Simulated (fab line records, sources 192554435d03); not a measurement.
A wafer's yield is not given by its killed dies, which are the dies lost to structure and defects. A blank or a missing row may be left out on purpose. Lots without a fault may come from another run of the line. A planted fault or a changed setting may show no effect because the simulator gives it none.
fab line records	flow n5_finfet
record: lots: 6	wafers: 18	last_day: 24
route steps=1938 shown BEOL_M11@1566 PASSIVATION@1936
lots with no fault: from the same line, run without faults
start_h: the number of hours between the record's first day and the start of the first shown wafer of the lot	wait_h: how many hours have passed since the lot's step before this one	" the same as in the row above	L1.1+2: several wafers, shown together as one row	- no value present, or no start provided	* or withheld: withheld	< > ~ a bound
route shown NAME@n: NAME is a module with steps in the file, n the number in the route of the first one	usual: mean/standard deviation of fault-free wafers	same: alike in all rows	chamber/n: place in a boat	sites: readings site by site	_std_site: the standard deviation of these	_edge_site: inner sites' mean taken away from outer sites' mean	radius_mm: how far each site lies from the wafer's centre	mask NAME#n: copy n	behind: the last tool/chamber to shape the wafer	hold: why the lot was held/for how many hours/how that ended	device: names the non-switching transistor (n, p or np)	end of line: tests of these same wafers at the route's end	a step without rows: its recipe alone	killed: dies that structure and defects cost at the first sort, which is not the same as the wafer's yield	map: per-die view of a wafer (x killed, . not killed, _ where there is no die)
set.NAME: the setting as run; set.NAME@STEP: as run at that earlier step	model.NAME: the simulator's own value behind a step, which no gauge read
a table for each step, a row for each wafer; lots at some steps of the route
services: from which hour (start_h, from the record's first day; less than 0 if before it) a tool's chamber was out of use, for how many hours, and why
== steps ==
step: N5_BEOL_M11_PEB_26
recipe: peb_temp_c: withheld	peb_time_s: 60	resist: CAR-ArF
step: N5_BEOL_M11_DEVELOP_27
recipe: develop_time_s: 30	developer: TMAH	resist: CAR-ArF	rinse_liquid: diw	dry: air_spin	dev_temp_c: 23
step: N5_BEOL_M11_CD_MEAS_28
recipe: target_cd_nm: 70	landing_energy_ev: 500	detector: se_inlens	polarity: opening
usual: cd_nm: 70.0/0.91
lot.wafer	tool	chamber	start_h	wait_h	cd_nm
L964.2	cd_sem-02	0	424.94	-	70.0
L964.3	"	0	"	"	72.2
L964.4	"	0	"	"	70.5
L968.4	cd_sem-01	0	425.11	-	71.4
L968.5	"	0	"	"	69.6
L968.6	"	0	"	"	70.3
L973.1	cd_sem-03	0	481.02	-	69.1
L973.3	"	0	"	"	69.7
L973.6	"	0	"	"	70.7
L976.1	cd_sem-02	0	496.34	-	71.1
L976.5	"	0	"	"	71.2
L976.6	"	0	"	"	69.8
L980.3	cd_sem-02	0	525.85	-	69.1
L980.4	"	0	"	"	69.5
L980.5	"	0	"	"	70.1
L981.3	cd_sem-03	0	528.47	-	69.4
L981.4	"	0	"	"	70.1
L981.5	"	0	"	"	72.1
step: N5_BEOL_M11_OVL_MEAS_29
recipe: points_per_wafer: 44
usual: V10_OVL: -0.3/0.62
lot.wafer	tool	chamber	start_h	wait_h	V10_OVL[nm]
L964.2	overlay-02	0	424.96	0.0	-0.5
L964.3	"	0	"	"	-1.1
L964.4	"	0	"	"	-0.9
L968.4	overlay-02	0	425.14	0.0	-0.3
L968.5	"	0	"	"	-0.1
L968.6	"	0	"	"	-0.1
L973.1	overlay-02	0	481.05	0.0	0.3
L973.3	"	0	"	"	-0.6
L973.6	"	0	"	"	-0.2
L976.1	overlay-01	0	496.37	0.0	-1.0
L976.5	"	0	"	"	-1.6
L976.6	"	0	"	"	-0.1
L980.3	overlay-01	0	525.88	0.0	0.5
L980.4	"	0	"	"	-0.9
L980.5	"	0	"	"	0.1
L981.3	overlay-01	0	528.50	0.0	0.6
L981.4	"	0	"	"	-0.6
L981.5	"	0	"	"	-0.3
step: N5_BEOL_M11_INSPECT_30
recipe: mode: adi	inspect_instrument: brightfield
usual: raw_defect_count: 383/99
lot.wafer	tool	chamber	start_h	wait_h	raw_defect_count
L964.2	defect_inspect-02	-	424.99	0.0	316
L964.3	"	-	"	"	347
L964.4	"	-	"	"	301
L968.4	defect_inspect-01	-	425.16	0.0	384
L968.5	"	-	"	"	392
L968.6	"	-	"	"	378
L973.1	defect_inspect-02	-	481.07	0.0	427
L973.3	"	-	"	"	339
L973.6	"	-	"	"	345
L976.1	defect_inspect-02	-	496.39	0.0	251
L976.5	"	-	"	"	367
L976.6	"	-	"	"	290
L980.3	defect_inspect-01	-	525.91	0.0	461
L980.4	"	-	"	"	419
L980.5	"	-	"	"	377
L981.3	defect_inspect-02	-	528.53	0.0	219
L981.4	"	-	"	"	385
L981.5	"	-	"	"	331
step: N5_BEOL_M11_DESCUM_33
recipe: chemistry: O2	time_s: 7.9	source_power_w: 50	bias_power_w: 20	pressure_mtorr: 20	rf_frequency_hz: 2.712e+07	temp_c: 40	resist: CAR-ArF	o2_flow_sccm: 225
usual: drypump_motor_current_A: 5.6/0.39	oes_product_au: 0.82/0.085	rf_vpp_V: 242.9/1.2	showerhead_plenum_p_Torr: 2.07/0.053	throttle_valve_pct: 20.26/0.19
lot.wafer	tool	chamber	start_h	wait_h	drypump_motor_current_A	oes_product_au	rf_hours_counter_h	rf_vpp_V	showerhead_plenum_p_Torr	throttle_valve_pct
L964.2	rie_diel-05	2	425.02	0.0	5.7	0.69	220	241.5	2.05	20.16
L964.3	"	1	"	"	5.9	0.87	37	243.5	2.03	20.13
L964.4	"	0	"	"	5.3	0.92	21	243.3	2.05	20.19
L968.4	rie_diel-04	2	425.19	0.0	5.1	0.91	20	245.7	2.12	20.05
L968.5	"	3	"	"	5.8	0.70	-	242.1	2.04	20.09
L968.6	"	2	"	"	5.1	0.92	-	244.7	2.12	20.07
L973.1	rie_diel-04	3	481.11	0.0	5.8	0.96	2	243.6	2.04	19.79
L973.3	"	2	"	"	5.1	0.86	40	244.1	2.11	20.10
L973.6	"	1	"	"	5.4	0.91	-	240.6	2.07	20.50
L976.1	rie_diel-04	0	496.43	0.0	5.3	0.74	151	246.1	2.18	20.62
L976.5	"	0	"	"	5.3	0.74	-	244.3	2.18	20.63
L976.6	"	1	"	"	5.4	0.90	-	242.8	2.06	20.51
L980.3	rie_diel-01	2	525.94	0.0	6.1	0.76	128	243.8	2.11	20.46
L980.4	"	0	"	"	5.0	0.67	226	241.1	1.97	20.18
L980.5	"	1	"	"	5.6	0.70	-	242.2	2.06	20.19
L981.3	rie_diel-01	0	528.56	0.0	5.0	0.68	227	242.7	1.97	20.17
L981.4	"	1	"	"	5.6	0.70	198	242.9	2.06	20.20
L981.5	"	2	"	"	6.2	0.76	-	243.6	2.10	20.47
step: N5_BEOL_M11_ETCH_65
recipe: chemistry: CF4	target: SiARC	target_depth_a: 390	mask_material: CAR-ArF	time_s: 65	ion_energy_ev: 80	pressure_mtorr: 40	source_w: 545	bias_w: 36	Ar_flow_sccm: 100	cf4_flow_sccm: 100	ends: cleared
usual: bias_w: 36.00/0.11	drypump_motor_current_A: 5.6/0.39	etch_rf_on_time_s: 65.6/1.4	oes_product_au: 0.69/0.073	rf_vpp_V: 183.9/1.1	showerhead_plenum_p_Torr: 2.13/0.048	throttle_valve_pct: 15.50/0.17
lot.wafer	tool	chamber	start_h	wait_h	bias_w	drypump_motor_current_A	etch_rf_on_time_s	oes_product_au	rf_hours_counter_h	rf_vpp_V	showerhead_plenum_p_Torr	throttle_valve_pct
L964.2	rie_diel-05	2	425.06	0.0	35.99	5.6	65.1	0.59	220	184.6	2.13	15.64
L964.3	"	1	"	"	35.96	5.9	64.5	0.75	37	183.4	2.09	15.36
L964.4	"	0	"	"	36.10	5.3	67.6	0.78	21	183.9	2.10	15.32
L968.4	rie_diel-04	2	425.23	0.0	35.88	5.1	64.2	0.79	20	184.7	2.19	15.29
L968.5	"	3	"	"	35.83	5.8	68.3	0.58	-	185.8	2.12	15.58
L968.6	"	2	"	"	35.93	5.1	64.1	0.79	-	184.0	2.19	15.30
L973.1	rie_diel-04	3	481.14	0.0	35.95	5.8	65.7	0.81	2	184.2	2.12	15.14
L973.3	"	2	"	"	35.74	5.1	65.3	0.76	40	183.8	2.18	15.34
L973.6	"	1	"	"	36.11	5.5	64.4	0.77	-	183.1	2.11	15.60
L976.1	rie_diel-04	0	496.46	0.0	35.92	5.3	67.2	0.62	151	186.8	2.22	15.83
L976.5	"	0	"	"	35.83	5.3	67.3	0.62	-	183.4	2.22	15.82
L976.6	"	1	"	"	36.08	5.4	64.6	0.75	-	183.4	2.11	15.60
L980.3	rie_diel-01	2	525.97	0.0	35.99	6.1	66.0	0.66	128	182.7	2.14	15.59
L980.4	"	0	"	"	36.03	5.0	68.1	0.57	226	182.7	2.03	15.50
L980.5	"	1	"	"	36.15	5.6	66.5	0.60	-	185.2	2.14	15.64
L981.3	rie_diel-01	0	528.59	0.0	36.03	5.0	67.3	0.57	227	182.7	2.03	15.51
L981.4	"	1	"	"	36.13	5.6	66.6	0.60	198	184.1	2.14	15.66
L981.5	"	2	"	"	36.04	6.2	66.1	0.66	-	185.6	2.14	15.59
step: N5_BEOL_M11_ETCH_66
recipe: chemistry: N2/H2	target: SOC	target_depth_a: 1200	overetch_a: 240	mask_material: SiARC	temp_c: 40	time_s: 180	ion_energy_ev: 200	pressure_mtorr: 30	source_w: 840	bias_w: 150	n2_flow_sccm: 200	h2_flow_sccm: 200
usual: bias_w: 150.0/0.47	drypump_motor_current_A: 5.6/0.39	oes_product_au: 0.66/0.065	rf_vpp_V: 523.4/1.9	showerhead_plenum_p_Torr: 2.52/0.069	throttle_valve_pct: 17.66/0.23
lot.wafer	tool	chamber	start_h	wait_h	bias_w	drypump_motor_current_A	oes_product_au	rf_hours_counter_h	rf_vpp_V	showerhead_plenum_p_Torr	throttle_valve_pct
L964.2	rie_diel-05	2	425.11	0.0	150.0	5.7	0.56	220	522.9	2.49	17.65
L964.3	"	1	"	"	150.0	5.9	0.71	37	522.9	2.48	17.55
L964.4	"	0	"	"	149.9	5.3	0.74	21	522.1	2.47	17.48
L968.4	rie_diel-04	2	425.28	0.0	150.4	5.1	0.75	20	525.3	2.60	17.71
L968.5	"	3	"	"	149.2	5.8	0.57	-	520.7	2.52	17.70
L968.6	"	2	"	"	149.8	5.0	0.74	-	525.5	2.60	17.74
L973.1	rie_diel-04	3	481.19	0.0	150.2	5.9	0.76	2	522.2	2.52	17.35
L973.3	"	2	"	"	149.4	5.1	0.71	40	523.9	2.59	17.78
L973.6	"	1	"	"	149.9	5.4	0.72	-	521.1	2.50	17.70
L976.1	rie_diel-04	0	496.51	0.0	149.4	5.3	0.60	151	527.9	2.66	18.19
L976.5	"	0	"	"	149.7	5.3	0.60	-	527.0	2.66	18.20
L976.6	"	1	"	"	149.6	5.4	0.72	-	521.1	2.49	17.71
L980.3	rie_diel-01	2	526.02	0.0	151.1	6.2	0.63	129	525.9	2.55	17.77
L980.4	"	0	"	"	149.7	5.0	0.55	226	522.4	2.41	17.65
L980.5	"	1	"	"	149.8	5.6	0.58	-	523.5	2.53	17.84
L981.3	rie_diel-01	0	528.64	0.0	149.4	5.0	0.56	227	521.0	2.40	17.66
L981.4	"	1	"	"	150.0	5.6	0.58	198	524.3	2.53	17.86
L981.5	"	2	"	"	149.5	6.2	0.63	-	524.0	2.55	17.76
step: N5_BEOL_M11_STRIP_69
recipe: chemistry: N2/H2	temp_c: 40	n2_flow_sccm: 200	h2_flow_sccm: 200	rf_frequency_hz: 6e+07
step: N5_BEOL_M11_VIA_ETCH_34
recipe: chemistry: C4F6/O2	target: SiCOH_lowk	target_depth_a: 1845	mask_material: SOC	taper_deg: 4	time_s: 69.2	ion_energy_ev: 250	pressure_mtorr: 30	source_w: 345	bias_w: 185	Ar_flow_sccm: 300	C4F6_flow_sccm: 10	O2_flow_sccm: 10
usual: bias_w: 185.1/0.59	drypump_motor_current_A: 5.6/0.39	oes_product_au: 0.82/0.086	rf_vpp_V: 666/15	showerhead_plenum_p_Torr: 2.83/0.065	throttle_valve_pct: 20.82/0.19
lot.wafer	tool	chamber	start_h	wait_h	bias_w	drypump_motor_current_A	oes_product_au	rf_hours_counter_h	rf_vpp_V	showerhead_plenum_p_Torr	throttle_valve_pct
L964.2	rie_diel-05	2	425.23	0.0	184.3	5.7	0.69	220	669	2.82	20.81
L964.3	"	1	"	"	185.9	5.9	0.87	37	664	2.76	20.59
L964.4	"	0	"	"	185.1	5.3	0.91	21	656	2.81	20.79
L968.4	rie_diel-04	2	425.40	0.0	184.6	5.1	0.92	20	667	2.90	20.65
L968.5	"	3	"	"	186.0	5.8	0.69	-	698	2.82	20.76
L968.6	"	2	"	"	185.1	5.1	0.91	-	666	2.90	20.64
L973.1	rie_diel-04	3	481.31	0.0	184.2	5.8	0.96	2	694	2.81	20.45
L973.3	"	2	"	"	186.1	5.1	0.87	40	667	2.89	20.67
L973.6	"	1	"	"	185.5	5.4	0.91	-	684	2.82	21.05
L976.1	rie_diel-04	0	496.64	0.0	185.9	5.3	0.74	152	677	2.98	21.24
L976.5	"	0	"	"	185.0	5.3	0.73	-	675	2.98	21.25
L976.6	"	1	"	"	185.1	5.5	0.90	-	685	2.82	21.05
L980.3	rie_diel-01	2	526.15	0.0	186.0	6.2	0.77	129	666	2.85	20.85
L980.4	"	0	"	"	185.5	5.0	0.67	226	645	2.72	20.83
L980.5	"	1	"	"	184.6	5.6	0.70	-	673	2.83	20.80
L981.3	rie_diel-01	0	528.77	0.0	186.1	5.0	0.67	227	645	2.72	20.83
L981.4	"	1	"	"	185.0	5.6	0.70	198	673	2.83	20.80
L981.5	"	2	"	"	185.9	6.2	0.77	-	665	2.85	20.88
step: N5_BEOL_M11_STRIP_73
recipe: chemistry: C4F6/O2	resist: SiARC	rf_frequency_hz: 6e+07
step: N5_BEOL_M11_STRIP_36
recipe: chemistry: N2/H2	power_w: 450	temp_c: 40	pressure_mtorr: 20	rf_frequency_hz: 6e+07	overash_fraction: 0.3	bias_power_w: 7	h2_frac: 0.5	n2_flow_sccm: 200	h2_flow_sccm: 200
step: N5_BEOL_M11_TRENCH_ETCH_37
recipe: chemistry: C4F6/O2	target_depth_a: 1488.3	target: SiCOH_lowk	time_s: 48	ion_energy_ev: 250	pressure_mtorr: 30	source_w: 345	bias_w: 185	Ar_flow_sccm: 300	C4F6_flow_sccm: 10	O2_flow_sccm: 10
usual: bias_w: 185.1/0.57	drypump_motor_current_A: 5.6/0.39	oes_product_au: 0.82/0.086	rf_vpp_V: 666/15	showerhead_plenum_p_Torr: 2.83/0.065	throttle_valve_pct: 20.84/0.19
lot.wafer	tool	chamber	start_h	wait_h	bias_w	drypump_motor_current_A	oes_product_au	rf_hours_counter_h	rf_vpp_V	showerhead_plenum_p_Torr	throttle_valve_pct	model.BEOL_M11.feature_depth_nm	model.etch.depth_nm
L964.2	rie_diel-05	2	425.33	-	185.0	5.7	0.69	220	669	2.82	20.84	148.2	148.2
L964.3	"	1	"	"	184.1	5.9	0.88	37	663	2.76	20.61	150	150
L964.4	"	0	"	"	185.6	5.3	0.92	21	656	2.81	20.81	148.4	148.3
L968.4	rie_diel-04	2	425.50	-	185.9	5.1	0.93	20	667	2.90	20.66	150.4	150.3
L968.5	"	3	"	"	185.7	5.8	0.70	-	696	2.82	20.78	145.6	145.6
L968.6	"	2	"	"	185.7	5.1	0.93	-	667	2.90	20.67	150.6	150.6
L973.1	rie_diel-04	3	481.42	-	169.4	5.8	0.95	2	649	2.81	20.48	146.4	146.5
L973.3	"	2	"	"	170.5	5.0	0.87	40	622	2.89	20.69	144.4	144.5
L973.6	"	1	"	"	169.1	5.4	0.89	-	638	2.82	21.06	149.4	149.4
L976.1	rie_diel-04	0	496.74	-	169.8	5.3	0.72	152	634	2.98	21.25	142	141.9
L976.5	"	0	"	"	169.9	5.3	0.73	-	631	2.98	21.23	141.4	141.4
L976.6	"	1	"	"	169.9	5.4	0.87	-	641	2.82	21.07	146.4	146.4
L980.3	rie_diel-01	2	526.25	-	184.9	6.2	0.76	129	666	2.85	20.89	145.2	145.3
L980.4	"	0	"	"	185.3	5.0	0.68	226	646	2.72	20.86	144.4	144.4
L980.5	"	1	"	"	186.1	5.6	0.69	-	672	2.83	20.83	145.2	145.3
L981.3	rie_diel-01	0	528.87	-	185.3	5.0	0.67	227	644	2.72	20.86	143.8	143.9
L981.4	"	1	"	"	185.3	5.6	0.70	198	672	2.83	20.84	144.2	144.3
L981.5	"	2	"	"	185.0	6.1	0.76	-	667	2.85	20.89	144.4	144.4
step: N5_BEOL_M11_ETCH_41
recipe: chemistry: CH3F/O2	target: SiCN	target_depth_a: 426	taper_deg: 2	time_s: 86	ion_energy_ev: 120	mask_material: TiN	pressure_mtorr: 30	source_w: 395	bias_w: 75	Ar_flow_sccm: 150	CH3F_flow_sccm: 30	O2_flow_sccm: 20
usual: bias_w: 75.03/0.23	drypump_motor_current_A: 5.6/0.39	oes_product_au: 0.81/0.086	rf_vpp_V: 296.9/1.3	showerhead_plenum_p_Torr: 1.99/0.048	throttle_valve_pct: 16.21/0.18
lot.wafer	tool	chamber	start_h	wait_h	bias_w	drypump_motor_current_A	oes_product_au	rf_hours_counter_h	rf_vpp_V	showerhead_plenum_p_Torr	throttle_valve_pct
L964.2	rie_diel-05	2	-	-	74.87	5.6	0.69	220	298.2	1.98	16.26
L964.3	"	1	"	"	75.06	6.0	0.88	37	296.2	1.94	16.03
L964.4	"	0	"	"	75.25	5.3	0.91	21	295.5	1.97	16.09
L968.4	rie_diel-04	2	-	-	75.34	5.1	0.91	20	299.8	2.04	16.00
L968.5	"	3	"	"	74.96	5.8	0.69	-	298.2	1.98	16.26
L968.6	"	2	"	"	75.18	5.1	0.91	-	298.4	2.04	15.99
L973.1	rie_diel-04	3	-	-	75.13	5.9	0.95	2	294.3	1.97	15.81
L973.3	"	2	"	"	75.11	5.1	0.87	40	298.6	2.03	16.04
L973.6	"	1	"	"	74.91	5.4	0.90	-	297.5	1.98	16.34
L976.1	rie_diel-04	0	-	-	74.98	5.3	0.74	152	299.5	2.09	16.59
L976.5	"	0	"	"	74.90	5.3	0.74	-	298.1	2.09	16.60
L976.6	"	1	"	"	74.84	5.4	0.90	-	296.7	1.98	16.36
L980.3	rie_diel-01	2	-	-	75.25	6.1	0.76	129	297.7	2.00	16.31
L980.4	"	0	"	"	74.86	5.0	0.67	226	294.0	1.91	16.26
L980.5	"	1	"	"	74.73	5.6	0.70	-	297.5	1.98	16.26
L981.3	rie_diel-01	0	-	-	74.69	5.0	0.68	227	294.3	1.91	16.27
L981.4	"	1	"	"	75.17	5.6	0.71	198	296.0	1.98	16.25
L981.5	"	2	"	"	75.54	6.2	0.77	-	296.6	2.00	16.31
step: N5_PASSIVATION_PROBE_49
usual: defect_limited_yield: 90.7/1.5	killed_at_M0_to_M3: 38/11	killed_at_M4_up: 15/5.5	killed_at_contacts: 12/6	killed_at_front_end: 41/11	killed_at_other: 3.5/2.7	killed_dies: 110/18	killed_open: 72/13	killed_short: 35/8.7	sort_bin_5_function: 5.5/1.1	sort_bin_6_memory: 3.4/0.63	sort_bin_8_speed: 0.01/0.037	sort_n_pass: 1070/18	sort_yield_pct: 90.7/1.5
same: gross_dies: 1180	killed_at_back_side: 0	sort_bin_4_leakage[%]: 0
lot.wafer	tool	chamber	start_h	wait_h	defect_limited_yield[%]	killed_at_M0_to_M3	killed_at_M4_up	killed_at_contacts	killed_at_front_end	killed_at_other	killed_dies	killed_open	killed_short	sort_bin_5_function[%]	sort_bin_6_memory[%]	sort_bin_8_speed[%]	sort_n_pass	sort_yield_pct[%]
L968.4	prober-01	-	474.35	0.2	92.6	34	13	7	27	6	87	58	27	4.0	3.0	0	1093	92.6
L968.5	prober-01	-	474.40	0.2	92.3	35	14	6	31	5	91	52	38	4.7	2.6	0	1089	92.3
L968.6	prober-01	-	474.45	0.3	93.3	24	7	9	37	2	79	48	31	3.5	3.0	0	1101	93.3
L964.2	prober-02	-	474.73	0.1	89.1	48	15	15	43	8	129	89	37	6.4	4.4	0	1051	89.1
L964.3	prober-02	-	474.78	0.1	88.8	61	26	16	25	4	132	90	40	6.9	3.9	0	1048	88.8
L964.4	prober-02	-	474.83	0.2	86.8	62	21	24	45	4	156	101	52	8.0	4.9	0	1024	86.8
L973.1	prober-02	-	537.18	0.0	91.6	29	22	8	31	9	99	65	34	5.1	2.8	0	1081	91.6
L973.3	prober-02	-	537.28	0.1	91.4	29	12	5	48	8	102	69	33	4.7	3.6	0	1078	91.4
L973.6	prober-02	-	537.43	0.3	91.5	25	14	4	51	6	100	72	28	4.3	3.9	0	1080	91.5
L976.1	prober-02	-	546.19	0.0	89.9	38	30	13	38	0	119	83	34	5.4	4.3	0	1061	89.9
L976.5	prober-02	-	546.39	0.2	89.5	44	12	29	36	3	124	90	30	6.1	3.8	0	1056	89.5
L976.6	prober-02	-	546.44	0.3	90.9	35	14	31	23	4	107	72	31	6.2	2.6	0	1073	90.9
L981.3	prober-02	-	572.11	0.1	92.5	28	3	12	44	1	88	58	29	4.1	3.1	0	1092	92.5
L981.4	prober-02	-	572.16	0.2	89.7	26	19	13	61	3	122	72	50	6.0	4.2	0	1058	89.7
L981.5	prober-02	-	572.21	0.2	91.0	31	10	10	50	5	106	68	35	5.3	3.2	0	1074	91.0
killed by level:class
L968.4 BEOL_M3:geometric_particle:open=13 STI_FIN_REVEAL:geometric_particle:open=8 MOL_CONTACT_COAG:geometric_particle:open=7 BEOL_M0_SAQP:geometric_particle:short=6 BEOL_M2:geometric_particle:open=5 FIN_SAQP:geometric_particle:short=4 DUMMY_GATE:geometric_particle:open=4 BEOL_M8:geometric_particle:open=4
L968.5 FIN_SAQP:geometric_particle:short=9 FIN_SAQP:geometric_particle:open=7 BEOL_M2:geometric_particle:open=7 BEOL_M0_SAQP:geometric_particle:short=6 BEOL_M0_SAQP:geometric_particle:open=6 BEOL_M3:geometric_particle:open=6 GATE_CUT:geometric_particle:short=4 MOL_CONTACT_COAG:geometric_particle:open=4
L968.6 FIN_SAQP:geometric_particle:open=12 BEOL_M3:geometric_particle:open=11 FIN_SAQP:geometric_particle:short=9 BEOL_M0_SAQP:geometric_particle:short=7 MOL_CONTACT_COAG:geometric_particle:open=6 STI_FIN_REVEAL:geometric_particle:open=5 GATE_CUT:geometric_particle:short=3 MOL_CONTACT_COAG:geometric_particle:short=3
L964.2 MOL_CONTACT_COAG:geometric_particle:open=13 BEOL_M2:geometric_particle:open=13 STI_FIN_REVEAL:geometric_particle:open=9 BEOL_M0_SAQP:geometric_particle:short=8 FIN_SAQP:geometric_particle:open=7 FIN_SAQP:geometric_particle:short=7 BEOL_M0_SAQP:geometric_particle:open=7 BEOL_M3:geometric_particle:open=7
L964.3 MOL_CONTACT_COAG:geometric_particle:open=15 BEOL_M0_SAQP:geometric_particle:open=14 BEOL_M4:geometric_particle:open=12 BEOL_M0_SAQP:geometric_particle:short=11 BEOL_M2:geometric_particle:open=9 BEOL_M3:geometric_particle:open=8 FIN_SAQP:geometric_particle:open=6 BEOL_M0:geometric_particle:open=5
L964.4 MOL_CONTACT_COAG:geometric_particle:open=18 BEOL_M0_SAQP:geometric_particle:short=14 BEOL_M2:geometric_particle:open=13 FIN_SAQP:geometric_particle:short=12 BEOL_M0_SAQP:geometric_particle:open=10 BEOL_M3:geometric_particle:open=10 DUMMY_GATE:geometric_particle:open=9 STI_FIN_REVEAL:geometric_particle:open=8
L973.1 BEOL_M4:geometric_particle:open=11 FIN_SAQP:geometric_particle:short=8 MOL_CONTACT_COAG:geometric_particle:open=8 BEOL_M2:geometric_particle:open=6 FIN_SAQP:geometric_particle:open=5 BEOL_M3:geometric_particle:open=5 BEOL_M0_SAQP:geometric_particle:open=5 BEOL_M1:geometric_particle:open=5
L973.3 STI_FIN_REVEAL:geometric_particle:open=13 FIN_SAQP:geometric_particle:open=7 BEOL_M1:geometric_particle:open=6 BEOL_M3:geometric_particle:open=6 DUMMY_GATE:geometric_particle:open=5 GATE_CUT:geometric_particle:short=5 BEOL_M0_SAQP:geometric_particle:short=5 PASS1_CAP:geometric_particle:open=5
L973.6 FIN_SAQP:geometric_particle:open=15 FIN_SAQP:geometric_particle:short=10 STI_FIN_REVEAL:geometric_particle:open=10 BEOL_M4:geometric_particle:open=9 DUMMY_GATE:geometric_particle:open=7 BEOL_M2:geometric_particle:open=7 BEOL_M1:geometric_particle:open=5 BEOL_M3:geometric_particle:open=4
L976.1 BEOL_M4:geometric_particle:open=16 BEOL_M2:geometric_particle:open=11 MOL_CONTACT_COAG:geometric_particle:open=10 FIN_SAQP:geometric_particle:short=8 FIN_SAQP:geometric_particle:open=7 BEOL_M1:geometric_particle:open=7 BEOL_M3:geometric_particle:open=7 BEOL_M5:geometric_particle:open=6
L976.5 MOL_CONTACT_COAG:geometric_particle:open=25 BEOL_M0:geometric_particle:open=14 FIN_SAQP:geometric_particle:open=12 BEOL_M2:geometric_particle:open=9 STI_FIN_REVEAL:geometric_particle:open=5 BEOL_M0_SAQP:geometric_particle:short=5 BEOL_M3:geometric_particle:open=5 BEOL_M1:geometric_particle:open=5
L976.6 MOL_CONTACT_COAG:geometric_particle:open=24 BEOL_M4:geometric_particle:open=9 MOL_CONTACT_COAG:geometric_particle:short=7 BEOL_M3:geometric_particle:open=7 STI_FIN_REVEAL:geometric_particle:open=5 BEOL_M0:geometric_particle:open=5 BEOL_M2:geometric_particle:open=5 BEOL_M0_SAQP:geometric_particle:short=4
L981.3 BEOL_M3:geometric_particle:open=11 FIN_SAQP:geometric_particle:open=10 MOL_CONTACT_COAG:geometric_particle:open=9 FIN_SAQP:geometric_particle:short=8 GATE_CUT:geometric_particle:short=5 BEOL_M3:geometric_particle:short=5 GATE_CUT:geometric_particle:open=4 BEOL_M0_SAQP:geometric_particle:open=4
L981.4 FIN_SAQP:geometric_particle:short=19 BEOL_M4:geometric_particle:open=14 FIN_SAQP:geometric_particle:open=12 MOL_CONTACT_COAG:geometric_particle:open=10 BEOL_M0_SAQP:geometric_particle:short=9 STI_FIN_REVEAL:geometric_particle:open=6 DUMMY_GATE:geometric_particle:open=5 BEOL_M0_SAQP:geometric_particle:open=5
L981.5 FIN_SAQP:geometric_particle:open=15 FIN_SAQP:geometric_particle:short=9 BEOL_M0_SAQP:geometric_particle:short=9 BEOL_M0_SAQP:geometric_particle:open=8 BEOL_M2:geometric_particle:open=7 MOL_CONTACT_COAG:geometric_particle:open=7 STI_FIN_REVEAL:geometric_particle:open=5 DUMMY_GATE:geometric_particle:open=5
== services ==
tool	chamber	start_h	hours	kind
rie_diel-01	3	402.03	14.8	repair
rie_diel-01	0	408.18	3.1	repair
rie_diel-01	3	422.49	3.5	repair
rie_diel-01	-	452.31	14.6	pm
rie_diel-04	3	460.76	-	clean
rie_diel-04	3	460.76	-	consumable_replace:focus_ring
rie_diel-04	3	460.76	14.0	scheduled_down
rie_diel-04	3	460.76	14.0	vent_cycle
rie_diel-01	-	467.94	2.8	pm
rie_diel-01	1	471.75	9.3	repair
rie_diel-01	3	475.74	4.3	repair
rie_diel-05	2	513.48	-	clean
rie_diel-05	2	513.48	-	consumable_replace:focus_ring
rie_diel-05	2	513.48	16.4	scheduled_down
rie_diel-05	2	513.48	16.4	vent_cycle
== key ==
first_sign: step: N5_BEOL_M11_TRENCH_ETCH_37	reading: bias_w	direction: down	sigmas: 27	usual: *	struck: *
effect: step: N5_BEOL_M11_TRENCH_ETCH_37	reading: rf_vpp_V	direction: down	sigmas: 2	usual: 666	struck: 636
model_effect: step: N5_BEOL_M11_TRENCH_ETCH_37	value: BEOL_M11.feature_depth_nm	without: 149.1	struck: 145
met_at N5_BEOL_M11_TRENCH_ETCH_37
struck_wafers L973.1,L973.3,L973.6,L976.1,L976.5,L976.6
onset_between 425.50 481.42
fault: kind: process_parameter_drift	tool: rie_diel-04	chamber: -	onset_h: 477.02	steps: N5_BEOL_M11_TRENCH_ETCH_37	channel: bias_w	offset: *	shape: step	end_h: 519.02	acts_in: *	stated: *
